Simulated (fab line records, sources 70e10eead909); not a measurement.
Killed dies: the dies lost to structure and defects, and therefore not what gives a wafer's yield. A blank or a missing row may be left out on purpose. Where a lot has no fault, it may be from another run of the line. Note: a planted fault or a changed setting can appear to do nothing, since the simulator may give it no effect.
fab line records	flow nand-harc
record lots=24	wafers=72	last-day=34
route steps=1302 shown A_CONTACT@1067 A_BLC@1120
lots with no fault: from the same line, run without faults
start-h: hours from the record's opening day to when the first of the lot's shown wafers began	wait-h: how many hours have passed since the lot's step before this one	" identical to the entry in the row above	L1.1+2: a row that stands for several wafers	- value missing, or start not given	* or withheld: withheld	< > ~ a bound
route shown NAME@n: names a module that has steps shown in the file, with the first one's number in the route	usual: the fault-free wafers' mean and standard deviation	same: alike in all rows	chamber/n: place in a boat	sites: each site's reading	_std_site: their standard deviation	_edge_site: outer sites' mean less inner sites'	radius-mm: for every site, how far away it sits from the centre of the wafer	mask NAME#n: copy n	behind: tool/chamber where the wafer was last shaped	hold: reason for holding the lot/hours on hold/outcome of the hold	device: transistor that didn't switch, given as n, p or np	end of line: tests run on the same wafers once the route is complete	where a step has no rows: the recipe by itself	killed: count of dies lost to structure and defects at first sort (not the wafer's yield)	map: shows each die of a wafer: x if killed, . if not, _ if none is there
set.NAME: the setting that was run; set.NAME@STEP: the one run at that earlier step	model.NAME: the simulator's own value behind a step, which no gauge read
route steps across a sampled set of lots; one table per step, one row per wafer
services: when a tool's chamber went out of use (start-h, in hours from the record's first day, below 0 if earlier), for how many hours, and the reason
## steps
# step NHARC_A_CONTACT_DEP_85
# recipe target-thk-a=600	target-thk-nm=60	temp-c=400	pressure-torr=3.5	flow-sccm=200	rf-w=350	material=SiON
# usual chamber-pressure-Torr=3.499/0.0081	heater-power-w=749/95
lot.wafer	tool	chamber	start-h	wait-h	chamber-pressure-Torr	heater-power-w
L075.2	pecvd-04	0	520.26	1.2	3.492	729
L075.1	"	1	"	"	3.504	702
L075.4	"	0	"	"	3.494	745
L074.3	pecvd-04	0	523.19	0.9	3.497	835
L074.6	"	1	"	"	3.497	661
L074.4	"	0	"	"	3.496	863
L076.1	pecvd-02	1	532.21	1.5	3.499	779
L076.4	"	0	"	"	3.500	870
L076.6	"	1	"	"	3.499	782
L077.1	pecvd-04	2	534.74	1.5	3.507	652
L077.3	"	0	"	"	3.491	840
L077.5	"	1	"	"	3.497	686
L079.1	pecvd-02	1	550.68	1.5	3.501	686
L079.5	"	0	"	"	3.500	819
L079.4	"	1	"	"	3.507	671
L078.2	pecvd-02	2	552.57	1.2	3.497	892
L078.3	"	1	"	"	3.491	787
L078.4	"	0	"	"	3.492	692
L080.3	pecvd-02	2	573.80	1.0	3.480	843
L080.5	"	0	"	"	3.509	871
L080.4	"	1	"	"	3.507	790
L082.1	pecvd-04	0	609.83	1.5	3.505	726
L082.2	"	1	"	"	3.504	788
L082.6	"	1	"	"	3.514	775
L081.2	pecvd-04	1	614.83	1.2	3.501	789
L081.5	"	0	"	"	3.504	792
L081.6	"	1	"	"	3.500	786
L083.1	pecvd-01	1	616.51	1.5	3.492	672
L083.2	"	2	"	"	3.516	675
L083.6	"	0	"	"	3.498	891
L084.1	pecvd-02	0	621.41	1.5	3.500	824
L084.3	"	1	"	"	3.486	733
L084.6	"	1	"	"	3.502	771
L085.2	pecvd-01	2	638.23	1.2	3.501	643
L085.1	"	0	"	"	3.521	897
L085.5	"	0	"	"	3.522	920
L086.2	pecvd-01	0	639.92	1.2	3.492	780
L086.4	"	0	"	"	3.491	813
L086.6	"	1	"	"	3.487	690
L088.2	pecvd-01	2	653.58	1.2	3.498	658
L088.4	"	1	"	"	3.499	703
L088.5	"	2	"	"	3.504	660
L089.3	pecvd-01	1	655.63	0.9	3.489	625
L089.2	"	2	"	"	3.501	673
L089.4	"	1	"	"	3.488	630
L087.2	pecvd-04	1	661.04	1.2	3.500	636
L087.3	"	2	"	"	3.489	614
L087.5	"	1	"	"	3.491	622
L090.3	pecvd-04	2	690.58	0.9	3.494	642
L090.2	"	0	"	"	3.498	883
L090.4	"	1	"	"	3.489	682
L091.2	pecvd-01	0	695.57	1.2	3.507	817
L091.5	"	0	"	"	3.501	821
L091.4	"	1	"	"	3.503	662
L092.1	pecvd-02	1	700.15	1.5	3.504	741
L092.3	"	0	"	"	3.499	799
L092.6	"	2	"	"	3.507	800
L093.1	pecvd-02	2	728.95	1.5	3.505	776
L093.4	"	0	"	"	3.502	824
L093.6	"	2	"	"	3.512	782
L094.2	pecvd-04	2	729.73	1.2	3.502	580
L094.1	"	1	"	"	3.513	722
L094.4	"	0	"	"	3.512	870
L095.1	pecvd-01	2	730.76	1.5	3.488	622
L095.3	"	0	"	"	3.505	897
L095.5	"	1	"	"	3.492	618
L096.2	pecvd-04	1	750.86	1.2	3.499	709
L096.6	"	0	"	"	3.490	815
L096.5	"	1	"	"	3.509	731
L097.1	pecvd-02	0	752.51	1.5	3.495	808
L097.5	"	0	"	"	3.494	808
L097.4	"	1	"	"	3.497	858
# step NHARC_A_CONTACT_CD_MEAS_15
# usual cd-nm=190.0/0.61
lot.wafer	tool	chamber	start-h	wait-h	cd-nm
L075.1	cd-sem-01	-	524.20	-	190.2
L075.2	"	-	"	"	190.9
L075.4	"	-	"	"	190.8
L074.3	cd-sem-03	-	527.10	-	190.2
L074.4	"	-	"	"	190.5
L074.6	"	-	"	"	190.6
L076.1	cd-sem-01	-	536.90	-	189.4
L076.4	"	-	"	"	189.6
L076.6	"	-	"	"	190.0
L077.1	cd-sem-03	-	538.83	-	190.1
L077.3	"	-	"	"	190.4
L077.5	"	-	"	"	190.4
L079.1	cd-sem-03	-	554.62	-	188.8
L079.4	"	-	"	"	189.3
L079.5	"	-	"	"	189.3
L078.2	cd-sem-02	-	556.53	-	189.0
L078.3	"	-	"	"	188.9
L078.4	"	-	"	"	189.1
L080.3	cd-sem-03	-	577.84	-	190.2
L080.4	"	-	"	"	190.0
L080.5	"	-	"	"	189.7
L082.1	cd-sem-02	-	613.97	-	190.0
L082.2	"	-	"	"	190.2
L082.6	"	-	"	"	189.8
L081.2	cd-sem-02	-	618.87	-	189.5
L081.5	"	-	"	"	189.6
L081.6	"	-	"	"	189.5
L083.1	cd-sem-01	-	620.62	-	190.8
L083.2	"	-	"	"	190.8
L083.6	"	-	"	"	190.9
L084.1	cd-sem-02	-	625.55	-	189.9
L084.3	"	-	"	"	190.3
L084.6	"	-	"	"	190.8
L085.1	cd-sem-01	-	642.55	-	190.2
L085.2	"	-	"	"	189.5
L085.5	"	-	"	"	189.6
L086.2	cd-sem-03	-	644.50	-	190.1
L086.4	"	-	"	"	190.3
L086.6	"	-	"	"	189.7
L088.2	cd-sem-02	-	657.65	-	190.3
L088.4	"	-	"	"	190.2
L088.5	"	-	"	"	190.4
L089.2	cd-sem-02	-	659.61	-	189.5
L089.3	"	-	"	"	189.7
L089.4	"	-	"	"	189.9
L087.2	cd-sem-01	-	665.75	-	191.3
L087.3	"	-	"	"	190.7
L087.5	"	-	"	"	191.4
L090.2	cd-sem-01	-	694.55	-	188.6
L090.3	"	-	"	"	190.0
L090.4	"	-	"	"	189.2
L091.2	cd-sem-01	-	699.54	-	190.5
L091.4	"	-	"	"	190.4
L091.5	"	-	"	"	190.2
L092.1	cd-sem-03	-	704.11	-	189.5
L092.3	"	-	"	"	189.7
L092.6	"	-	"	"	189.5
L093.1	cd-sem-03	-	733.00	-	189.9
L093.4	"	-	"	"	190.2
L093.6	"	-	"	"	189.7
L094.1	cd-sem-02	-	733.83	-	190.3
L094.2	"	-	"	"	190.2
L094.4	"	-	"	"	190.0
L095.1	cd-sem-02	-	734.95	-	188.7
L095.3	"	-	"	"	189.3
L095.5	"	-	"	"	189.0
L096.2	cd-sem-02	-	754.90	-	190.6
L096.5	"	-	"	"	190.4
L096.6	"	-	"	"	190.4
L097.1	cd-sem-01	-	756.47	-	189.6
L097.4	"	-	"	"	189.8
L097.5	"	-	"	"	189.5
# step NHARC_A_BLC_DESCUM_15
# recipe time-s=3	o2-flow-sccm=200	ar-flow-sccm=0	bias-power-w=0	chemistry=O2
# usual chamber-pressure-mTorr=60.00/0.051	drypump-motor-current-A=5.7/0.34	oes-product-au=1.000/0.0082	rf-vpp-V=57.6/1	showerhead-plenum-p-Torr=1.87/0.1	throttle-valve-pct=11.312/0.0093
# same time-s=3
lot.wafer	tool	chamber	start-h	wait-h	chamber-pressure-mTorr	drypump-motor-current-A	oes-product-au	rf-hours-counter-h	rf-vpp-V	showerhead-plenum-p-Torr	throttle-valve-pct
L075.1	rie-diel-05	1	527.37	0.1	59.99	5.9	1.002	5	58.6	1.82	11.306
L075.2	"	2	"	"	59.96	5.9	0.997	6	56.7	1.79	11.313
L075.4	"	3	"	"	59.96	5.8	1.010	6	59.2	2.06	11.305
L074.4	rie-diel-05	2	530.23	0.1	59.96	5.9	0.999	6	57.3	1.79	11.304
L074.3	"	1	"	"	59.98	5.9	0.995	5	57.5	1.82	11.320
L074.6	"	2	"	"	59.98	5.9	0.995	-	57.4	1.79	11.320
L076.1	rie-diel-05	0	540.15	0.1	60.03	5.8	0.993	7	58.2	1.79	11.312
L076.4	"	1	"	"	60.06	5.9	1.001	6	58.9	1.82	11.319
L076.6	"	0	"	"	59.98	5.8	1.021	-	55.8	1.79	11.303
L077.3	rie-diel-05	2	542.05	0.1	60.06	5.9	1.001	7	56.7	1.79	11.313
L077.1	"	3	"	"	60.06	5.8	1.010	7	59.1	2.06	11.315
L077.5	"	2	"	"	59.99	5.9	0.988	-	56.2	1.79	11.314
L079.1	rie-diel-13	2	557.80	0.1	60.03	5.6	0.992	3	57.4	1.81	11.305
L079.4	"	0	"	"	60.03	6.3	1.006	2	56.8	1.81	11.308
L079.5	"	3	"	"	59.94	5.4	0.994	-	58.4	2.00	11.293
L078.4	rie-diel-13	0	559.80	0.1	60.00	6.3	1.008	3	57.9	1.81	11.323
L078.3	"	1	"	"	60.06	5.1	1.010	3	58.6	1.87	11.319
L078.2	"	3	"	"	59.96	5.4	0.995	3	59.9	2.00	11.300
L080.4	rie-diel-13	0	580.99	0.1	60.04	6.3	1.015	4	58.6	1.81	11.320
L080.3	"	1	"	"	60.00	5.1	1.016	4	57.8	1.87	11.301
L080.5	"	2	"	"	59.95	5.6	0.996	-	57.7	1.81	11.308
L082.1	rie-diel-05	2	617.17	0.1	59.91	5.9	1.006	1	58.6	1.79	11.311
L082.2	"	3	"	"	59.97	5.8	0.992	1	58.5	2.06	11.316
L082.6	"	3	"	"	59.97	5.8	1.000	-	59.0	2.06	11.317
L081.2	rie-diel-05	0	622.03	0.1	59.91	5.8	1.003	1	58.6	1.79	11.315
L081.6	"	0	"	"	59.96	5.8	0.987	-	56.4	1.79	11.318
L081.5	"	1	"	"	59.98	5.9	1.008	-	58.2	1.82	11.320
L083.2	rie-diel-02	2	623.61	0.1	60.06	5.4	0.995	13	56.6	1.78	11.307
L083.1	"	1	"	"	59.99	5.7	0.995	16	56.4	1.82	11.321
L083.6	"	3	"	"	59.98	5.3	1.009	-	59.0	1.87	11.307
L084.1	rie-diel-13	0	628.70	0.1	60.08	6.3	1.013	7	56.4	1.81	11.287
L084.3	"	2	"	"	60.02	5.6	1.000	8	55.5	1.81	11.302
L084.6	"	3	"	"	60.00	5.4	1.013	-	56.9	1.99	11.315
L085.1	rie-diel-05	0	645.79	0.1	60.08	5.8	0.989	3	56.9	1.79	11.300
L085.2	"	1	"	"	59.94	5.8	1.002	2	58.5	1.82	11.316
L085.5	"	3	"	"	60.03	5.8	1.002	-	58.2	2.06	11.319
L086.2	rie-diel-05	1	647.68	0.1	59.98	5.9	0.992	2	56.5	1.82	11.309
L086.4	"	2	"	"	59.91	5.9	0.996	2	57.5	1.79	11.312
L086.6	"	2	"	"	59.99	6.0	0.995	-	56.6	1.79	11.317
L088.2	rie-diel-02	1	660.77	0.1	59.96	5.6	1.002	28	58.3	1.82	11.306
L088.4	"	3	"	"	60.04	5.4	1.003	25	57.1	1.87	11.308
L088.5	"	1	"	"	59.97	5.6	1.002	-	57.7	1.82	11.309
L089.4	rie-diel-13	2	662.76	0.1	59.87	5.6	1.004	12	57.3	1.80	11.314
L089.3	"	3	"	"	59.98	5.4	0.991	11	58.7	1.99	11.317
L089.2	"	0	"	"	59.89	6.3	1.000	11	57.6	1.81	11.313
L087.2	rie-diel-13	1	668.91	0.1	59.98	5.1	0.994	12	57.7	1.86	11.314
L087.3	"	3	"	"	60.02	5.4	1.007	12	56.7	1.99	11.320
L087.5	"	1	"	"	60.01	5.1	1.009	-	56.2	1.87	11.297
L090.3	rie-diel-05	3	697.61	0.1	60.04	5.8	1.015	6	58.5	2.06	11.317
L090.4	"	0	"	"	60.07	5.8	1.011	5	57.5	1.78	11.317
L090.2	"	1	"	"	60.00	5.9	0.982	5	57.3	1.82	11.298
L091.4	rie-diel-05	0	702.54	0.1	60.01	5.7	1.004	6	58.2	1.78	11.319
L091.2	"	1	"	"	59.97	5.9	1.000	6	58.8	1.82	11.300
L091.5	"	2	"	"	60.06	5.9	1.002	-	56.9	1.79	11.303
L092.1	rie-diel-13	1	707.28	0.1	60.04	5.0	0.995	0	57.9	1.86	11.309
L092.3	"	2	"	"	60.00	5.6	0.995	0	57.1	1.80	11.325
L092.6	"	2	"	"	60.11	5.6	0.987	-	57.8	1.80	11.317
L093.4	rie-diel-13	3	736.06	0.1	60.00	5.4	0.992	3	57.4	1.99	11.304
L093.1	"	1	"	"	59.96	5.1	0.992	3	58.2	1.86	11.322
L093.6	"	0	"	"	60.00	6.3	0.986	-	56.4	1.81	11.324
L094.4	rie-diel-13	2	736.96	0.1	60.00	5.6	0.996	4	56.4	1.80	11.320
L094.2	"	3	"	"	59.96	5.4	0.999	3	59.1	1.99	11.302
L094.1	"	0	"	"	59.95	6.3	0.992	3	57.9	1.81	11.305
L095.1	rie-diel-05	0	737.97	0.1	60.03	5.8	1.009	8	54.9	1.78	11.321
L095.3	"	3	"	"	60.02	5.8	1.014	9	56.7	2.06	11.315
L095.5	"	3	"	"	59.96	5.8	1.014	-	58.5	2.06	11.308
L096.2	rie-diel-13	0	757.98	0.1	60.02	6.3	0.990	5	57.1	1.81	11.311
L096.6	"	3	"	"	60.11	5.4	1.000	-	58.2	1.99	11.286
L096.5	"	2	"	"	60.05	5.5	0.996	-	56.1	1.80	11.321
L097.1	rie-diel-13	3	759.65	0.1	60.06	5.4	0.996	5	57.0	1.99	11.313
L097.5	"	2	"	"	60.07	5.6	0.992	-	56.4	1.80	11.304
L097.4	"	0	"	"	60.09	6.3	0.980	-	57.4	1.81	11.321
# step NHARC_A_BLC_ETCH_17
# recipe target-depth-a=3900	over-etch-frac=0.25	time-s=609.38	ion-energy-ev=200	n2-flow-sccm=150	h2-flow-sccm=150	ar-flow-sccm=0	rf-w=400	bias-w=150	chemistry=N2/H2
# usual chamber-pressure-mTorr=29.999/0.029	drypump-motor-current-A=5.7/0.34	oes-product-au=0.999/0.0067	rf-vpp-V=429/3.2	showerhead-plenum-p-Torr=2.00/0.11	throttle-valve-pct=14.171/0.01
# same time-s=609.38
lot.wafer	tool	chamber	start-h	wait-h	chamber-pressure-mTorr	drypump-motor-current-A	oes-product-au	rf-hours-counter-h	rf-vpp-V	showerhead-plenum-p-Torr	throttle-valve-pct
L075.2	rie-diel-05	2	-	-	29.995	5.9	0.991	6	428	1.91	14.166
L075.4	"	3	"	"	30.026	5.8	1.014	6	435	2.20	14.166
L075.1	"	1	"	"	29.997	5.9	1.002	5	428	1.94	14.170
L074.3	rie-diel-05	0	-	-	29.941	5.7	1.013	6	426	1.90	14.173
L074.4	"	3	"	"	29.963	5.8	1.007	6	435	2.20	14.175
L074.6	"	1	"	"	30.007	5.8	0.990	-	429	1.94	14.171
L076.4	rie-diel-05	1	-	-	29.984	5.9	0.995	6	427	1.94	14.172
L076.1	"	2	"	"	30.006	5.9	0.995	7	427	1.91	14.160
L076.6	"	0	"	"	30.016	5.8	1.000	-	427	1.90	14.178
L077.3	rie-diel-05	0	-	-	29.959	5.8	0.993	8	427	1.90	14.174
L077.1	"	1	"	"	30.008	5.9	0.995	6	427	1.94	14.178
L077.5	"	3	"	"	29.981	5.8	1.002	-	435	2.20	14.173
L079.4	rie-diel-13	0	-	-	29.987	6.3	1.003	2	428	1.93	14.184
L079.1	"	1	"	"	30.022	5.1	0.991	3	429	1.99	14.197
L079.5	"	0	"	"	30.040	6.3	0.995	-	428	1.93	14.197
L078.4	rie-diel-13	2	-	-	30.013	5.5	0.996	3	428	1.92	14.179
L078.2	"	0	"	"	29.971	6.3	0.991	3	428	1.93	14.171
L078.3	"	1	"	"	29.942	5.1	0.992	3	431	1.99	14.192
L080.3	rie-diel-13	1	-	-	30.000	5.1	1.006	4	428	1.99	14.182
L080.4	"	2	"	"	29.982	5.6	0.998	5	428	1.92	14.175
L080.5	"	0	"	"	30.057	6.3	1.017	-	428	1.93	14.148
L082.2	rie-diel-05	3	-	-	30.005	5.8	1.004	1	434	2.20	14.157
L082.1	"	2	"	"	30.033	5.9	1.011	1	428	1.91	14.188
L082.6	"	3	"	"	29.992	5.8	1.001	-	434	2.20	14.158
L081.2	rie-diel-05	1	-	-	29.955	5.9	0.988	1	427	1.94	14.167
L081.5	"	3	"	"	30.054	5.8	0.997	-	434	2.20	14.175
L081.6	"	0	"	"	29.981	5.8	0.995	-	426	1.90	14.170
L083.2	rie-diel-02	1	-	-	29.995	5.7	0.990	16	427	1.94	14.167
L083.1	"	0	"	"	30.007	4.9	1.007	17	434	2.19	14.170
L083.6	"	2	"	"	29.993	5.4	1.000	-	426	1.89	14.183
L084.1	rie-diel-13	0	-	-	30.005	6.3	1.008	7	428	1.93	14.172
L084.3	"	2	"	"	29.987	5.6	0.998	8	428	1.92	14.181
L084.6	"	0	"	"	29.961	6.3	1.000	-	427	1.93	14.175
L085.2	rie-diel-05	2	-	-	29.919	5.9	0.995	2	427	1.91	14.175
L085.1	"	1	"	"	30.011	5.9	0.997	2	427	1.94	14.169
L085.5	"	3	"	"	30.049	5.8	1.010	-	435	2.20	14.168
L086.2	rie-diel-05	1	-	-	30.022	5.9	0.994	3	427	1.94	14.157
L086.4	"	3	"	"	29.983	5.8	0.999	3	435	2.20	14.155
L086.6	"	1	"	"	30.013	5.9	1.003	-	428	1.94	14.174
L088.4	rie-diel-02	0	-	-	30.005	4.9	1.007	29	434	2.19	14.166
L088.2	"	1	"	"	30.011	5.7	1.002	28	428	1.94	14.154
L088.5	"	1	"	"	29.979	5.7	0.996	-	429	1.94	14.160
L089.2	rie-diel-13	3	-	-	29.990	5.4	0.993	11	434	2.13	14.161
L089.3	"	1	"	"	30.009	5.0	1.000	11	429	1.99	14.186
L089.4	"	2	"	"	30.001	5.6	1.002	12	428	1.92	14.184
L087.2	rie-diel-13	3	-	-	30.025	5.4	0.999	12	432	2.13	14.183
L087.3	"	1	"	"	30.030	5.1	1.003	12	429	1.99	14.151
L087.5	"	3	"	"	30.017	5.4	0.998	-	434	2.13	14.175
L090.3	rie-diel-05	0	-	-	30.033	5.7	1.007	5	427	1.90	14.158
L090.4	"	1	"	"	29.984	5.9	0.981	6	428	1.93	14.172
L090.2	"	2	"	"	30.030	5.9	1.007	6	428	1.91	14.155
L091.4	rie-diel-05	3	-	-	29.994	5.8	1.007	7	435	2.20	14.169
L091.2	"	1	"	"	30.028	5.9	0.990	6	428	1.93	14.183
L091.5	"	3	"	"	30.013	5.8	1.002	-	435	2.20	14.155
L092.3	rie-diel-13	2	-	-	29.999	5.6	0.993	1	428	1.92	14.165
L092.1	"	3	"	"	29.993	5.4	1.002	0	434	2.13	14.163
L092.6	"	2	"	"	29.997	5.6	0.993	-	428	1.92	14.158
L093.4	rie-diel-13	3	-	-	29.964	5.4	0.991	3	432	2.12	14.171
L093.1	"	1	"	"	30.059	5.1	0.999	4	430	1.98	14.160
L093.6	"	0	"	"	29.999	6.3	1.001	-	427	1.93	14.184
L094.4	rie-diel-13	0	-	-	29.978	6.3	0.993	4	426	1.93	14.173
L094.1	"	1	"	"	29.991	5.1	0.997	4	430	1.98	14.185
L094.2	"	2	"	"	29.932	5.6	0.983	4	427	1.92	14.166
L095.1	rie-diel-05	1	-	-	29.981	5.9	1.004	9	427	1.93	14.178
L095.3	"	0	"	"	29.992	5.8	1.001	8	427	1.90	14.175
L095.5	"	1	"	"	30.025	5.9	0.993	-	429	1.93	14.173
L096.2	rie-diel-13	0	-	-	29.990	6.3	0.993	5	429	1.93	14.156
L096.5	"	0	"	"	30.016	6.3	0.999	-	427	1.93	14.172
L096.6	"	2	"	"	30.047	5.6	0.990	-	426	1.92	14.177
L097.1	rie-diel-13	3	-	-	30.052	5.4	0.996	5	432	2.12	14.180
L097.5	"	0	"	"	30.031	6.3	1.002	-	427	1.93	14.166
L097.4	"	3	"	"	30.012	5.4	0.998	-	434	2.12	14.184
# step NHARC_A_BLC_PVD_32
# recipe target-thk-a=50	chamber-pressure-pa=5	power-w=5000	substrate-temp-c=200	time-s=17.7	material=Ti
# usual cathode-dc-power-W=5000.1/0.95	throttle-valve-pct=30.2/1.3
# same time-s=17.7
lot.wafer	tool	chamber	start-h	wait-h	cathode-dc-power-W	throttle-valve-pct
L075.4	pvd-sputter-01	-	-	-	4999.2	27.8
L075.1	"	-	"	"	4999.6	32.0
L075.2	"	-	"	"	5000.9	30.5
L074.4	pvd-sputter-03	-	-	-	5001.1	28.7
L074.3	"	-	"	"	4999.5	28.8
L074.6	"	-	"	"	5001.4	28.9
L076.1	pvd-sputter-01	-	-	-	5000.3	27.6
L076.4	"	-	"	"	4999.9	31.9
L076.6	"	-	"	"	5000.2	32.0
L077.3	pvd-sputter-02	-	-	-	4998.9	30.1
L077.1	"	-	"	"	5000.5	30.4
L077.5	"	-	"	"	4999.4	30.2
L079.1	pvd-sputter-03	-	-	-	4998.6	31.0
L079.4	"	-	"	"	5000.5	28.5
L079.5	"	-	"	"	4998.9	28.9
L078.2	pvd-sputter-03	-	-	-	4998.7	31.0
L078.4	"	-	"	"	4999.8	29.3
L078.3	"	-	"	"	5001.2	31.3
L080.3	pvd-sputter-02	-	-	-	4999.7	31.7
L080.4	"	-	"	"	5001.5	30.7
L080.5	"	-	"	"	5000.4	30.6
L082.2	pvd-sputter-02	-	-	-	4999.2	30.6
L082.1	"	-	"	"	4999.6	30.3
L082.6	"	-	"	"	5001.3	30.7
L081.2	pvd-sputter-03	-	-	-	5001.0	31.7
L081.5	"	-	"	"	4999.8	31.8
L081.6	"	-	"	"	4999.0	30.9
L083.2	pvd-sputter-01	-	-	-	5000.5	28.0
L083.1	"	-	"	"	5001.6	31.6
L083.6	"	-	"	"	5000.4	31.7
L084.1	pvd-sputter-01	-	-	-	5001.1	28.3
L084.3	"	-	"	"	4998.2	28.0
L084.6	"	-	"	"	4998.4	28.7
L085.1	pvd-sputter-02	-	-	-	5001.6	30.7
L085.2	"	-	"	"	4999.3	30.6
L085.5	"	-	"	"	4999.8	31.9
L086.4	pvd-sputter-03	-	-	-	5002.2	31.5
L086.2	"	-	"	"	4999.8	31.0
L086.6	"	-	"	"	5000.1	31.6
L088.2	pvd-sputter-03	-	-	-	5000.8	31.5
L088.4	"	-	"	"	5001.3	31.1
L088.5	"	-	"	"	4999.0	31.1
L089.3	pvd-sputter-01	-	-	-	4998.8	31.7
L089.4	"	-	"	"	4998.4	31.6
L089.2	"	-	"	"	4999.7	28.8
L087.2	pvd-sputter-03	-	-	-	5000.3	28.8
L087.3	"	-	"	"	5000.5	31.6
L087.5	"	-	"	"	4999.9	28.9
L090.2	pvd-sputter-02	-	-	-	4999.3	29.3
L090.4	"	-	"	"	5000.1	31.9
L090.3	"	-	"	"	5000.3	30.9
L091.2	pvd-sputter-02	-	-	-	5000.4	30.8
L091.4	"	-	"	"	5000.4	29.6
L091.5	"	-	"	"	4999.7	30.7
L092.1	pvd-sputter-01	-	-	-	4999.7	31.7
L092.3	"	-	"	"	5001.1	28.1
L092.6	"	-	"	"	4999.9	31.1
L093.4	pvd-sputter-02	-	-	-	4999.6	31.6
L093.1	"	-	"	"	5000.3	29.7
L093.6	"	-	"	"	4998.3	30.7
L094.4	pvd-sputter-03	-	-	-	5001.0	30.7
L094.1	"	-	"	"	4998.0	28.9
L094.2	"	-	"	"	5000.8	29.2
L095.1	pvd-sputter-01	-	-	-	5002.1	31.4
L095.3	"	-	"	"	4999.4	31.5
L095.5	"	-	"	"	5000.8	28.6
L096.2	pvd-sputter-01	-	-	-	5000.5	28.5
L096.6	"	-	"	"	5001.4	28.2
L096.5	"	-	"	"	5000.7	31.5
L097.1	pvd-sputter-02	-	-	-	5001.2	29.8
L097.4	"	-	"	"	4999.5	30.7
L097.5	"	-	"	"	4998.9	29.7
# step NHARC_A_BLC_ALD_23
# recipe target-thk-a=30	pulse-time-s=1	ald-cycles=150	temp-c=450	material=TiN
# usual heater-power-w=1047/90	precursor-pulse-height-rel=0.997/0.021
# same ald-cycles=150
lot.wafer	tool	chamber	start-h	wait-h	heater-power-w	precursor-pulse-height-rel
L075.2	ald-metal-04	0	529.24	-	977	0.969
L075.4	"	1	"	"	1181	0.985
L075.1	"	2	"	"	1052	1.024
L074.3	ald-metal-02	1	532.05	-	945	1.019
L074.4	"	2	"	"	904	1.038
L074.6	"	2	"	"	936	1.012
L076.1	ald-metal-04	0	542.05	-	983	0.979
L076.4	"	2	"	"	1070	0.994
L076.6	"	3	"	"	1161	0.999
L077.3	ald-metal-01	0	543.87	-	1079	1.049
L077.1	"	1	"	"	1055	0.970
L077.5	"	1	"	"	1045	0.987
L079.4	ald-metal-04	3	559.65	-	1144	1.005
L079.1	"	0	"	"	1008	1.015
L079.5	"	2	"	"	1092	1.003
L078.3	ald-metal-02	0	561.65	-	1099	0.994
L078.2	"	1	"	"	940	1.019
L078.4	"	3	"	"	1042	1.002
L080.3	ald-metal-02	1	582.86	-	973	0.998
L080.4	"	2	"	"	918	1.005
L080.5	"	1	"	"	944	0.984
L082.2	ald-metal-01	2	618.99	-	1150	1.021
L082.1	"	1	"	"	1026	0.991
L082.6	"	3	"	"	1181	1.006
L081.2	ald-metal-04	3	623.85	-	1145	0.989
L081.6	"	3	"	"	1145	1.014
L081.5	"	0	"	"	985	0.969
L083.2	ald-metal-01	1	625.42	-	1057	1.027
L083.1	"	3	"	"	1206	1.024
L083.6	"	1	"	"	1046	1.010
L084.1	ald-metal-02	3	630.54	-	1018	0.989
L084.3	"	0	"	"	1043	0.977
L084.6	"	1	"	"	920	0.999
L085.1	ald-metal-02	1	647.60	-	900	0.982
L085.2	"	3	"	"	1037	0.999
L085.5	"	1	"	"	905	1.000
L086.4	ald-metal-01	2	649.50	-	1120	1.036
L086.2	"	1	"	"	1048	0.987
L086.6	"	2	"	"	1152	1.001
L088.4	ald-metal-01	1	662.59	-	1050	1.009
L088.2	"	0	"	"	1041	1.015
L088.5	"	2	"	"	1136	0.973
L089.2	ald-metal-02	3	664.56	-	1025	0.995
L089.3	"	1	"	"	921	0.980
L089.4	"	2	"	"	938	0.983
L087.3	ald-metal-02	3	670.75	-	1052	1.019
L087.2	"	0	"	"	1027	0.994
L087.5	"	2	"	"	931	0.970
L090.3	ald-metal-02	1	699.42	-	906	0.981
L090.4	"	3	"	"	1031	0.961
L090.2	"	0	"	"	1038	1.017
L091.4	ald-metal-02	3	704.34	-	1044	0.964
L091.2	"	0	"	"	1038	1.001
L091.5	"	0	"	"	1022	1.001
L092.3	ald-metal-04	0	709.11	-	991	0.977
L092.1	"	1	"	"	1089	0.982
L092.6	"	0	"	"	960	1.012
L093.4	ald-metal-04	3	737.90	-	1213	0.970
L093.1	"	0	"	"	998	1.001
L093.6	"	0	"	"	986	0.996
L094.2	ald-metal-01	2	738.79	-	1079	1.011
L094.4	"	3	"	"	1220	0.993
L094.1	"	0	"	"	1022	1.012
L095.3	ald-metal-02	0	739.96	-	1056	0.967
L095.1	"	2	"	"	948	0.994
L095.5	"	1	"	"	907	1.000
L096.2	ald-metal-04	3	759.98	-	1189	0.992
L096.5	"	3	"	"	1192	1.014
L096.6	"	0	"	"	974	0.989
L097.1	ald-metal-01	1	761.66	-	1048	0.981
L097.4	"	2	"	"	1126	1.007
L097.5	"	0	"	"	1029	0.951
## services
tool	chamber	start-h	hours	kind
rie-diel-13	-	512.85	0.2	repair
rie-diel-13	-	519.00	9.0	pm
pvd-sputter-03	-	536.44	10.0	pm
pvd-sputter-02	-	550.37	0.5	repair
rie-diel-05	1	559.38	3.0	repair
rie-diel-05	1	564.54	3.1	repair
rie-diel-05	3	570.03	15.9	repair
pvd-sputter-02	-	578.12	2.2	repair
ald-metal-02	0	581.02	11.0	repair
rie-diel-05	-	583.60	9.0	pm
ald-metal-02	0	604.55	4.5	repair
ald-metal-02	-	610.00	10.0	pm
pecvd-04	-	633.41	13.0	pm
pecvd-04	-	647.89	0.8	repair
rie-diel-05	0	649.49	4.3	repair
ald-metal-02	3	650.91	7.9	repair
rie-diel-13	3	678.84	2.3	repair
rie-diel-13	-	696.00	9.0	pm
rie-diel-13	1	716.00	7.0	repair
rie-diel-05	2	731.26	8.8	repair
pecvd-04	-	742.11	1.3	repair
rie-diel-13	3	743.02	1.7	repair
rie-diel-13	1	752.16	23.9	repair
rie-diel-05	-	760.61	9.0	pm
## key
fault none
